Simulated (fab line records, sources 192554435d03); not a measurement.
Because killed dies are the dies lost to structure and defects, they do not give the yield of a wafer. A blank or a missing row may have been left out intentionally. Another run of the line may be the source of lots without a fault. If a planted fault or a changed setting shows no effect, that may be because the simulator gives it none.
Matching of chambers | flow n5 finfet | N5_BEOL_M4_DESCUM_16 on rie diel-01: 4 sister chambers
The step chemistry O2, time 7 s. 14 wafers are shown with their chamber, then 6 later ones without.

WAFERS WITH THEIR CHAMBER
wafer  | chamber | drypump motor current A (A) | showerhead plenum p Torr (Torr) | throttle valve pct (%)
L351.1 | 0       | 6.2                         | 2.20                            | 20.31
L351.3 | 2       | 5.5                         | 2.07                            | 20.14
L351.4 | 1       | 5.9                         | 2.08                            | 20.89
L358.3 | 2       | 5.5                         | 2.06                            | 20.17
L358.4 | 0       | 6.2                         | 2.19                            | 20.32
L358.6 | 2       | 5.5                         | 2.06                            | 20.15
L366.2 | 3       | 6.4                         | 2.08                            | 20.28
L366.3 | 0       | 6.2                         | 2.18                            | 20.36
L367.1 | 3       | 6.4                         | 2.08                            | 20.28
L367.2 | 2       | 5.5                         | 2.05                            | 20.19
L367.4 | 1       | 5.9                         | 2.07                            | 20.60
L368.2 | 2       | 5.5                         | 2.05                            | 20.22
L368.4 | 0       | 6.2                         | 2.18                            | 20.36
L368.5 | 1       | 6.0                         | 2.07                            | 20.61

SIGNATURES, as means of the wafers listed above
reading                  | chamber 0 | chamber 1 | chamber 2 | chamber 3 | scatter within a chamber
drypump motor current A  | 6.200     | 5.933     | 5.500     | 6.400     | 0.0258
showerhead plenum p Torr | 2.1875    | 2.0733    | 2.0580    | 2.0800    | 0.00788
throttle valve pct       | 20.3375   | 20.7000   | 20.1740   | 20.2800   | 0.0777
Rule: distance of a wafer from a chamber = root of the sum over the readings of ((wafer's reading minus chamber's mean) / reading's scatter) squared. The wafer belongs to the nearest chamber; if the next one is less than 2 further off, it can't be placed. The scatter: the root of (the sum of the squares of (reading less its chamber's mean) over the shown wafers, divided by (wafers less chambers)).

WAFERS WITHOUT THEIR CHAMBER
wafer  | drypump motor current A (A) | showerhead plenum p Torr (Torr) | throttle valve pct (%)
L369.2 | 6.4                         | 2.07                            | 20.30
L369.5 | 6.0                         | 2.07                            | 20.61
L369.6 | 5.5                         | 2.05                            | 20.21
L371.2 | 6.4                         | 2.07                            | 20.33
L371.3 | 5.6                         | 2.05                            | 20.24
L371.4 | 6.2                         | 2.18                            | 20.39

CHAMBER TAKEN BY EACH
wafer  | from the rows above | in truth
L369.2 | 3                   | 3
L369.5 | 1                   | 1
L369.6 | 2                   | 2
L371.2 | 3                   | 3
L371.3 | 2                   | 2
L371.4 | 0                   | 0
Correct placement for 6 of the 6. From these rows, 0 cannot be placed. 0 placed wrongly.
